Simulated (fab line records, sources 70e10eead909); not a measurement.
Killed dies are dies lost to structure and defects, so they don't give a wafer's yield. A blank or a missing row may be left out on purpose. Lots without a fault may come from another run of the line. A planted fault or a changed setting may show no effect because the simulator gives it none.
fab line records | flow nand_harc
record lots=11 wafers=33 last_day=24
route steps=1159 shown THIN_TSV@1124 END@1158
lots that met no fault: from a run of the same line without faults
start_h: hours from the record's first day to the start of the lot's first wafer shown | wait_h: hours since the lot's step before | " the same as in the row above | L1.1+2: a row that stands for several wafers | - no value, or no start given | * or withheld: withheld | < > ~ a bound
route shown NAME@n: a module of which the file shows steps, and the number in the route of the first | usual: mean/standard deviation of fault-free wafers | same: alike in all rows | chamber/n: place in a boat | sites: the reading at each site | _std_site: their standard deviation | _edge_site: outer sites' mean less inner sites' | radius_mm: how far each site lies from the wafer's centre | mask NAME#n: copy n | behind: the tool/chamber that last shaped the wafer | hold: why the lot was held/for how many hours/how that ended | device: the transistor (n, p or np) that didn't switch | end of line: the same wafers' tests at the end of the route | a step without rows: its recipe alone | killed: dies lost to structure and defects at the first sort, not the wafer's yield | map: a wafer's dies, x killed, . not, _ none there
set.NAME: the setting as run; set.NAME@STEP: as run at that earlier step | model.NAME: the simulator's own value behind a step, which no gauge read
steps of the route over a sample of lots; a table a step, a row a wafer
services: from which hour (start_h, from the record's first day; less than 0 if before it) a tool's chamber was out of use, for how many hours, and why
## steps
# step NHARC_THIN_TSV_DEP_47
# recipe target_thk_a=2000 temp_c=withheld pressure_torr=6.5 rf_w=900 teos_flow_sccm=161.4 flow_sccm=2650 target_thk_nm=200 gas=O2 material=SiO2
# usual throttle_valve_pct=15.9/0.49
# columns lot.wafer tool chamber start_h wait_h throttle_valve_pct
L228.3 pecvd-03 0 433.86 - 16.9
L228.1 " 1 " " 15.9
L228.5 " 2 " " 16.3
L230.2 pecvd-01 0 434.57 - 15.2
L230.5 " 0 " " 15.2
L230.4 " 1 " " 15.9
L231.3 pecvd-01 2 450.40 - 16.1
L231.5 " 2 " " 16.0
L231.6 " 0 " " 15.3
L233.3 pecvd-01 1 476.07 - 15.9
L233.2 " 2 " " 16.2
L233.5 " 1 " " 15.5
L234.1 pecvd-01 2 477.43 - 16.4
L234.4 " 1 " " 15.8
L234.5 " 2 " " 16.3
L236.2 pecvd-01 1 478.53 - 15.9
L236.4 " 0 " " 15.3
L236.6 " 2 " " 15.9
L235.2 pecvd-02 2 479.71 - 16.0
L235.4 " 2 " " 15.8
L235.6 " 0 " " 15.3
L238.2 pecvd-03 0 494.49 - 16.2
L238.6 " 1 " " 15.5
L238.4 " 2 " " 16.1
L241.1 pecvd-03 0 503.97 - 16.3
L241.5 " 0 " " 16.2
L241.4 " 1 " " 15.6
L249.1 pecvd-02 2 555.27 - 16.0
L249.2 " 1 " " 16.1
L249.4 " 0 " " 15.0
L248.3 pecvd-03 2 556.55 - 16.3
L248.6 " 0 " " 16.5
L248.5 " 1 " " 15.4
# step NHARC_THIN_TSV_ETCH_59
# recipe target_depth_a=8800 icp_w=900 bias_w=100 Cl2_flow_sccm=60 bcl3_flow_sccm=30 time_s=138.1 chemistry=Cl2/BCl3
# usual drypump_motor_current_A=5.6/0.33 oes_product_au=1.004/0.0067 run_length_s=159.3/0.43 throttle_valve_pct=22.265/0.0087
# columns lot.wafer tool chamber start_h wait_h drypump_motor_current_A oes_product_au rf_hours_counter_h run_length_s throttle_valve_pct
L228.1 rie_metal-01 1 438.08 0.1 5.7 0.997 1.8 159.2 22.257
L228.3 " 0 " " 5.1 0.998 - 159.8 22.262
L228.5 " 0 " " 5.1 1.001 - 159.4 22.260
L230.2 rie_metal-02 1 438.78 0.1 5.9 1.007 1.3 159.5 22.260
L230.4 " 0 " " 5.4 1.013 - 159.2 22.272
L230.5 " 0 " " 5.4 1.014 - 159.6 22.263
L231.3 rie_metal-02 0 455.22 0.1 5.3 0.995 - 159.4 22.255
L231.6 " 0 " " 5.3 1.007 - 159.3 22.267
L231.5 " 1 " " 5.8 0.994 - 159.4 22.262
L233.2 rie_metal-01 0 480.46 0.1 5.1 0.998 4.6 160.0 22.260
L233.3 " 0 " " 5.1 1.000 - 160.1 22.271
L233.5 " 1 " " 5.7 1.002 - 159.5 22.281
L234.1 rie_metal-02 1 481.78 0.1 5.9 1.005 2.6 159.8 22.284
L234.4 " 0 " " 5.3 1.013 - 159.2 22.261
L234.5 " 0 " " 5.3 1.003 - 159.3 22.278
L236.2 rie_metal-03 1 482.96 0.1 5.4 1.002 0.4 159.0 22.255
L236.4 " 0 " " 6.1 1.002 - 158.5 22.264
L236.6 " 1 " " 5.4 1.002 - 159.2 22.260
L235.2 rie_metal-01 0 484.06 0.1 5.1 1.003 4.8 159.6 22.280
L235.4 " 0 " " 5.1 1.005 - 160.3 22.269
L235.6 " 0 " " 5.1 1.000 - 159.4 22.265
L238.2 rie_metal-03 0 499.06 0.1 6.1 1.011 0.9 158.6 22.267
L238.4 " 1 " " 5.4 0.996 - 158.7 22.280
L238.6 " 0 " " 6.1 1.018 - 158.6 22.263
L241.1 rie_metal-03 1 508.77 0.1 5.4 0.992 1.1 158.8 22.264
L241.4 " 1 " " 5.4 1.000 - 158.7 22.255
L241.5 " 1 " " 5.4 0.992 - 158.7 22.246
L249.1 rie_metal-01 0 559.62 0.1 5.1 1.011 1.3 159.6 22.265
L249.2 " 1 " " 5.7 1.003 1.3 159.6 22.263
L249.4 " 0 " " 5.1 1.007 - 159.8 22.272
L248.3 rie_metal-01 1 560.87 0.2 5.7 1.011 - 159.3 22.262
L248.6 " 1 " " 5.8 0.989 - 159.7 22.268
L248.5 " 0 " " 5.1 1.005 - 159.6 22.259
# step NHARC_THIN_TSV_ETCH_36
# recipe target_depth_a=650 over_etch_frac=0.3 time_s=18.571 ion_energy_ev=150 chemistry=Cl2/BCl3
# usual drypump_motor_current_A=5.6/0.33 oes_product_au=1.004/0.0082 run_length_s=39.7/0.42
# columns lot.wafer tool chamber start_h wait_h drypump_motor_current_A oes_product_au rf_hours_counter_h run_length_s
L228.1 rie_metal-01 0 438.35 0.2 5.1 1.000 3.2 40.0
L228.3 " 1 " " 5.8 1.003 - 39.7
L228.5 " 1 " " 5.8 1.016 - 40.4
L230.2 rie_metal-02 1 439.04 0.2 5.9 1.003 1.5 40.3
L230.4 " 0 " " 5.3 1.015 - 40.0
L230.5 " 0 " " 5.3 0.999 - 40.2
L231.3 rie_metal-02 0 455.43 0.2 5.3 1.020 - 39.9
L231.5 " 1 " " 5.9 1.006 - 40.3
L231.6 " 0 " " 5.3 1.010 - 39.5
L233.2 rie_metal-01 1 480.69 0.2 5.7 1.001 3.4 39.8
L233.3 " 1 " " 5.7 1.000 - 40.3
L233.5 " 0 " " 5.2 1.013 - 40.2
L234.1 rie_metal-02 1 482.01 0.2 5.8 0.985 2.7 40.1
L234.4 " 0 " " 5.3 0.994 - 39.5
L234.5 " 1 " " 5.8 0.990 - 40.1
L236.2 rie_metal-03 0 483.22 0.2 6.1 1.012 0.5 38.9
L236.4 " 0 " " 6.1 1.014 - 39.3
L236.6 " 1 " " 5.4 1.003 - 39.2
L235.2 rie_metal-01 1 484.32 0.2 5.7 1.009 3.6 39.7
L235.4 " 1 " " 5.7 1.011 - 40.0
L235.6 " 1 " " 5.7 1.003 - 39.8
L238.2 rie_metal-03 1 499.32 0.2 5.4 0.997 1.0 39.2
L238.4 " 1 " " 5.4 0.998 - 35.7
L238.6 " 1 " " 5.4 0.997 - 39.3
L241.1 rie_metal-03 1 509.03 0.2 5.4 1.002 1.2 35.2
L241.4 " 0 " " 6.1 1.004 - 34.8
L241.5 " 1 " " 5.4 0.989 - 39.4
L249.1 rie_metal-01 0 559.88 0.2 5.2 1.027 1.5 40.0
L249.2 " 1 " " 5.7 1.006 1.5 39.8
L249.4 " 1 " " 5.7 0.997 - 39.8
L248.3 rie_metal-01 1 561.07 0.2 5.7 0.993 - 39.9
L248.6 " 1 " " 5.7 0.991 - 39.7
L248.5 " 0 " " 5.1 1.015 - 40.6
# step NHARC_END_WLT_00
# usual VT_DECK1_BOTTOM=0.872/0.0074 VT_DECK1_BOTTOM_INNER=0.872/0.0064 VT_DECK1_MEDIAN_NEAR_BOTTOM=0.874/0.007 VT_DECK1_MEDIAN_NEAR_BOTTOM_INNER=0.873/0.0068 VT_DECK1_MIDDLE=0.885/0.0066 VT_DECK1_MIDDLE_INNER=0.884/0.007 VT_DECK1_TOP=0.896/0.0066 VT_DECK1_TOP_INNER=0.896/0.0061
# columns lot.wafer tool chamber start_h wait_h VT_DECK1_BOTTOM VT_DECK1_BOTTOM_INNER VT_DECK1_MEDIAN_NEAR_BOTTOM VT_DECK1_MEDIAN_NEAR_BOTTOM_INNER VT_DECK1_MIDDLE VT_DECK1_MIDDLE_INNER VT_DECK1_TOP VT_DECK1_TOP_INNER
L228.1 prober-01 - 445.53 0.0 0.878 0.879 0.887 0.882 0.893 0.896 0.906 0.900
L228.3 " - " " 0.880 0.883 0.889 0.880 0.882 0.886 0.898 0.906
L228.5 " - 447.52 2.0 0.881 0.875 0.881 0.879 0.883 0.883 0.898 0.901
L230.2 prober-01 - 453.78 8.3 0.864 0.867 0.867 0.868 0.881 0.877 0.900 0.894
L230.4 " - 454.79 9.3 0.872 0.872 0.873 0.868 0.879 0.890 0.894 0.901
L230.5 " - " " 0.874 0.878 0.872 0.866 0.883 0.884 0.894 0.898
L231.3 prober-01 - 462.06 1.3 0.871 0.876 0.873 0.877 0.877 0.891 0.895 0.901
L231.5 " - " " 0.869 0.864 0.877 0.877 0.883 0.886 0.893 0.888
L231.6 " - " " 0.856 0.869 0.872 0.860 0.871 0.878 0.898 0.893
L234.1 prober-01 - 486.13 0.0 0.859 0.867 0.871 0.873 0.877 0.879 0.894 0.892
L234.4 " - 487.65 1.6 0.867 0.874 0.874 0.875 0.881 0.882 0.897 0.889
L234.5 " - " " 0.857 0.868 0.859 0.857 0.878 0.874 0.890 0.901
L233.2 prober-02 - 486.65 0.6 0.873 0.877 0.879 0.879 0.888 0.889 0.905 0.901
L233.3 " - " " 0.877 0.872 0.872 0.874 0.890 0.893 0.902 0.895
L233.5 " - 488.16 2.1 0.871 0.865 0.880 0.876 0.890 0.886 0.903 0.900
L236.2 prober-01 - 494.39 8.3 0.867 0.872 0.873 0.874 0.879 0.883 0.889 0.886
L236.4 " - " " 0.867 0.869 0.879 0.872 0.887 0.881 0.893 0.896
L236.6 " - " " 0.873 0.870 0.877 0.873 0.896 0.886 0.889 0.900
L235.2 prober-02 - 494.43 1.5 0.871 0.871 0.871 0.872 0.883 0.883 0.899 0.893
L235.4 " - 495.43 2.5 0.876 0.875 0.884 0.871 0.891 0.893 0.900 0.898
L235.6 " - 496.44 3.5 0.878 0.878 0.886 0.881 0.889 0.891 0.898 0.897
L238.2 prober-01 - 503.35 0.5 0.860 0.870 0.864 0.861 0.875 0.865 0.877 0.886
L238.4 " - 504.36 1.6 0.854 0.852 0.859 0.851 0.864 0.866 0.881 0.886
L238.6 " - 505.37 2.6 0.867 0.875 0.867 0.867 0.872 0.875 0.883 0.894
L241.1 prober-01 - 518.36 4.0 0.865 0.874 0.868 0.867 0.885 0.882 0.903 0.899
L241.4 " - 519.89 5.5 0.862 0.864 0.871 0.869 0.887 0.879 0.901 0.896
L241.5 " - " " 0.871 0.879 0.864 0.879 0.880 0.884 0.895 0.900
L249.1 prober-02 - 566.29 0.1 0.874 0.868 0.863 0.874 0.886 0.888 0.885 0.898
L249.2 " - " " 0.856 0.872 0.871 0.869 0.886 0.868 0.889 0.890
L249.4 " - " " 0.869 0.874 0.881 0.879 0.891 0.883 0.895 0.886
L248.3 prober-01 - 568.79 2.6 0.871 0.879 0.879 0.871 0.877 0.895 0.892 0.890
L248.5 " - 569.79 3.6 0.876 0.868 0.873 0.873 0.886 0.877 0.893 0.896
L248.6 " - " " 0.885 0.869 0.870 0.871 0.884 0.877 0.901 0.890
# step NHARC_END_SORT_01
# recipe temp_c=25
# usual defect_limited_yield=95.1/1.6 killed_at_array=29/11 killed_at_other=0.7/1.1 killed_at_periphery=2.9/2.2 killed_dies=33/11 killed_open=3.1/1.8 killed_short=1.9/1.4 sort_bin_2_pct=1.6/0.64 sort_bin_3_pct=0.26/0.18 sort_bin_4_pct=3.1/1.1 sort_n_pass=644/11 sort_rim_yield_pct=95.7/2.8 sort_yield_pct=95.1/1.6
# same gross_dies=677 sort_bin_5_pct[%]=0 sort_bin_6_pct[%]=0 sort_bin_7_pct[%]=0 sort_bin_8_pct[%]=0 sort_rim_n_gross=106.00
# columns lot.wafer tool chamber start_h wait_h defect_limited_yield[%] killed_at_array killed_at_other killed_at_periphery killed_dies killed_open killed_short sort_bin_2_pct[%] sort_bin_3_pct[%] sort_bin_4_pct[%] sort_n_pass sort_rim_yield_pct[%] sort_yield_pct[%]
L231.3 prober-01 0 465.62 3.1 94.5 35 0 2 37 4 0 1.3 0.15 4.0 640 92.5 94.5
L231.5 prober-01 0 467.21 3.7 93.9 36 1 4 41 4 2 1.9 0.30 3.8 636 91.5 93.9
L231.6 prober-01 0 468.01 4.0 93.1 43 0 4 47 5 2 2.5 0.15 4.3 630 95.3 93.1
L238.2 prober-01 0 506.67 2.8 97.0 18 0 2 20 2 1 0.7 0.30 1.9 657 95.3 97.0
L238.4 prober-01 0 508.25 3.4 96.9 19 0 2 21 5 1 0.7 0.30 2.1 656 97.2 96.9
L238.6 prober-01 0 509.84 4.0 95.6 29 0 1 30 2 2 1.5 0.30 2.7 647 94.3 95.6
L241.1 prober-01 0 521.42 2.5 92.8 44 1 4 49 5 1 1.9 0.59 4.7 628 89.6 92.8
L241.4 prober-01 0 523.80 3.4 92.3 49 3 0 52 2 2 3.0 0 4.7 625 93.4 92.3
L241.5 prober-01 0 524.59 3.7 93.6 33 7 3 43 3 1 2.2 0.15 4.0 634 91.5 93.6
# killed by level:class
L231.3 A_CHANNEL_HOLE_D1:chamber_film_flake=12 A_SLIT:chamber_film_flake=7 A_CONTACT:chamber_film_flake=7 A_SGD_CUT:chamber_film_flake=4 A_CHANNEL_FILL_D1:geometric_particle:open=2 A_WL_FILL:geometric_particle:open=1 A_CONTACT:geometric_particle:open=1 P_ZERO_WELL:chamber_film_flake=1
L231.5 A_CHANNEL_HOLE_D1:chamber_film_flake=13 A_SLIT:chamber_film_flake=8 A_SGD_CUT:chamber_film_flake=6 A_CONTACT:chamber_film_flake=5 P_CONTACT:geometric_particle:open=1 P_M0:geometric_particle:short=1 P_M1:geometric_particle:open=1 A_SOURCE_PLATE:geometric_particle:short=1
L231.6 A_SLIT:chamber_film_flake=12 A_CHANNEL_HOLE_D1:chamber_film_flake=7 A_SGD_CUT:chamber_film_flake=5 A_STAIRCASE:chamber_film_flake=4 A_CONTACT:chamber_film_flake=4 A_M0:chamber_film_flake=4 A_WL_FILL:geometric_particle:open=2 A_WL_FILL:geometric_particle:short=2
L238.2 A_CHANNEL_HOLE_D1:chamber_film_flake=10 A_CONTACT:chamber_film_flake=3 A_STAIRCASE:chamber_film_flake=2 P_CONTACT:geometric_particle:short=1 P_M1:geometric_particle:open=1 A_WL_FILL:geometric_particle:open=1 A_CHANNEL_FILL_D1:chamber_film_flake=1 A_SLIT:chamber_film_flake=1
L238.4 A_CHANNEL_HOLE_D1:chamber_film_flake=11 A_CONTACT:geometric_particle:open=2 A_STAIRCASE:chamber_film_flake=2 P_M0:geometric_particle:open=1 P_M2:geometric_particle:open=1 A_CONTACT:geometric_particle:short=1 A_M0:geometric_particle:open=1 A_CHANNEL_FILL_D1:chamber_film_flake=1
L238.6 A_CHANNEL_HOLE_D1:chamber_film_flake=22 A_CHANNEL_FILL_D1:chamber_film_flake=3 P_M0:geometric_particle:open=1 A_ONON_D1:geometric_particle:short=1 A_SGD_CUT:geometric_particle:short=1 A_CONTACT:geometric_particle:open=1 A_STAIRCASE:chamber_film_flake=1
L241.1 A_SLIT:chamber_film_flake=18 A_CHANNEL_HOLE_D1:chamber_film_flake=17 A_STAIRCASE:chamber_film_flake=3 A_CONTACT:chamber_film_flake=3 P_STI:geometric_particle:open=1 P_CONTACT:geometric_particle:open=1 P_M1:geometric_particle:open=1 A_SOURCE_PLATE:geometric_particle:short=1
L241.4 A_SLIT:chamber_film_flake=21 A_CHANNEL_HOLE_D1:chamber_film_flake=18 A_STAIRCASE:chamber_film_flake=3 THIN_TSV:chamber_film_flake=3 A_CONTACT:chamber_film_flake=2 A_SOURCE_PLATE:geometric_particle:open=1 A_CHANNEL_FILL_D1:geometric_particle:short=1 A_WL_FILL:geometric_particle:short=1
L241.5 A_CHANNEL_HOLE_D1:chamber_film_flake=17 A_SLIT:chamber_film_flake=8 A_STAIRCASE:chamber_film_flake=6 THIN_TSV:chamber_film_flake=6 P_GATE:geometric_particle:open=1 P_M1:geometric_particle:open=1 A_CONTACT:geometric_particle:short=1 A_BLC:geometric_particle:open=1
## services
# columns tool chamber start_h hours kind
pecvd-01 - 418.00 13.0 pm
pecvd-01 0 418.00 13.0 vent_cycle
pecvd-01 1 418.00 13.0 vent_cycle
pecvd-01 2 418.00 13.7 vent_cycle
pecvd-03 0 440.29 4.2 repair
pecvd-02 - 442.43 0.7 repair
rie_metal-03 - 453.00 9.0 pm
rie_metal-03 0 453.00 9.0 vent_cycle
rie_metal-03 1 453.00 9.0 vent_cycle
pecvd-02 0 455.95 11.6 repair
rie_metal-03 0 462.00 - clean
rie_metal-03 1 462.00 - clean
pecvd-03 - 473.42 13.0 pm
rie_metal-02 0 474.92 2.3 repair
pecvd-02 - 497.13 0.3 repair
pecvd-03 0 508.13 4.5 repair
rie_metal-01 - 509.00 9.0 pm
rie_metal-01 0 509.00 9.0 vent_cycle
rie_metal-01 1 509.00 9.0 vent_cycle
pecvd-03 - 510.43 0.7 repair
pecvd-01 0 512.35 2.2 repair
pecvd-02 - 515.31 13.0 pm
rie_metal-01 0 518.00 - clean
rie_metal-01 1 518.00 - clean
## key
first_sign step=NHARC_THIN_TSV_ETCH_36 reading=run_length_s direction=down sigmas=11 usual=* struck=*
effect none on later readings
met_at NHARC_THIN_TSV_ETCH_36
struck_lots L238,L241
struck_wafers L238.4,L241.1,L241.4
not_acting_at NHARC_THIN_TSV_DEP_47,NHARC_THIN_TSV_ETCH_59,NHARC_END_WLT_00
onset_between 483.22 499.32
fault kind=process_parameter_drift tool=rie_metal-03 chamber=- onset_h=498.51 steps=NHARC_THIN_TSV_ETCH_36 channel=time_s offset=* shape=step end_h=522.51 scope=struck_wafers_only acts_in=* stated=*
